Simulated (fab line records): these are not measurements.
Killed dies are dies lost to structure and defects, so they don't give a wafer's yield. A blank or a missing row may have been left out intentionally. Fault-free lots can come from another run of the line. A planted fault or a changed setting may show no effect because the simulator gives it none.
Which of the tools did it? ; flow nandHarc ; 33 wafers from 11 lots sampled at 4 of the route's 1159 steps

## WHAT THE GAUGES READ, wafer by wafer
NHARC_A_SLIT_CD_MEAS_21.
lot;measured;on;cdNm (nm)
L473;day 15 02:10;cdSem-01;288.7 288.7 289.7
L474;day 15 10:44;cdSem-01;290.6 289.4 290.6
L477;day 15 19:10;cdSem-01;289.8 289.7 289.5
L478;day 16 10:09;cdSem-03;289.4 291.5 289.8
L490;day 18 20:36;cdSem-02;290.4 290.8 290.1
L488;day 19 08:59;cdSem-02;291.1 290.1 291.9
L486;day 19 09:16;cdSem-02;289.8 289.5 290.7
L489;day 19 18:19;cdSem-01;289.3 289.3 290.1
L485;day 19 22:40;cdSem-02;290.9 290.3 289.7
L492;day 20 07:40;cdSem-01;291.8 289.7 291.1
L496;day 20 19:16;cdSem-03;288.7 289.0 287.8

## TOOL THAT RAN EACH LOT (tool first, then ch and the chambers of the sampled wafers, then the start)
lot;NHARC_A_SGD_CUT_ETCHBACK_24;NHARC_A_SLIT_ETCH_15;NHARC_A_SLIT_ETCH_17
L473;rieDiel-02 ch 0,2,3, day 14 01:44;rieDiel-10 ch 0,3, day 15 00:01 or earlier;harEtch-02 ch 0,1, day 15 00:01
L474;rieDiel-01 ch 1,3, day 14 14:50;rieDiel-10 ch 0,3, day 15 07:56 or earlier;harEtch-01 ch 0,1, day 15 07:56
L477;rieDiel-02 ch 0,1,3, day 15 12:15;rieDiel-10 ch 1,2, day 15 16:31 or earlier;harEtch-01 ch 0,1, day 15 16:31
L478;rieDiel-04 ch 1,3, day 16 01:20;rieDiel-03 ch 0,3, day 16 07:30 or earlier;harEtch-02 ch 0,1, day 16 07:30
L490;rieDiel-01 ch 0,1,3, day 18 09:19;rieDiel-05 ch 0,2,3, day 18 18:13 or earlier;harEtch-02 ch 0,1, day 18 18:13
L488;rieDiel-01 ch 1,2,3, day 19 00:52;rieDiel-05 ch 0,1,3, day 19 06:35 or earlier;harEtch-02 ch 0,1, day 19 06:35
L486;rieDiel-02 ch 0,1,2, day 19 00:53;rieDiel-03 ch 1,2,3, day 19 06:37 or earlier;harEtch-01 ch 0, day 19 06:37
L489;rieDiel-02 ch 0,2,3, day 19 10:18;rieDiel-05 ch 0,3, day 19 15:39 or earlier;harEtch-01 ch 0,1, day 19 15:39
L485;rieDiel-02 ch 0,1,3, day 19 14:23;rieDiel-03 ch 1,3, day 19 19:56 or earlier;harEtch-01 ch 0,1, day 19 19:56
L492;rieDiel-04 ch 0,2,3, day 19 23:20;rieDiel-10 ch 1,3, day 20 05:31 or earlier;harEtch-02 ch 0,1, day 20 05:31
L496;rieDiel-02 ch 0,2, day 20 09:38;rieDiel-05 ch 0,2,3, day 20 16:22 or earlier;harEtch-02 ch 0,1, day 20 16:22
- NHARC_A_SGD_CUT_ETCHBACK_24: etches the open film in CH3F/O2, target depth 50 nm, time 92.857 s.
- NHARC_A_SLIT_ETCH_15: etches the open film in O2/COS, target depth 3200 nm, time 832 s.
- NHARC_A_SLIT_ETCH_17: etches the open film in C4F8/O2/Ar, time 1687.5 s, target depth 10100 nm.

## THE ANSWER, worked out from the rows above alone
Rule: what is usual is taken from the lots themselves. The widest of any qualifying gaps counts: lots, ordered by their means at a reading, are off when they make up no more than a third of the lots, leave a main group of 4 or more, and stand apart from it by 3 or more times the standard deviation of that group's means. If all means in a main group match to the digits the tables above print for the reading, that group is not used. A lot without any number at a reading at which 4 lots or more have one is off too. Where the step has rows for the other lots, those lots are counted as sound.
Nothing can be told from this: no lot is off at any reading shown.

## WHAT THE SIMULATOR PUT IN
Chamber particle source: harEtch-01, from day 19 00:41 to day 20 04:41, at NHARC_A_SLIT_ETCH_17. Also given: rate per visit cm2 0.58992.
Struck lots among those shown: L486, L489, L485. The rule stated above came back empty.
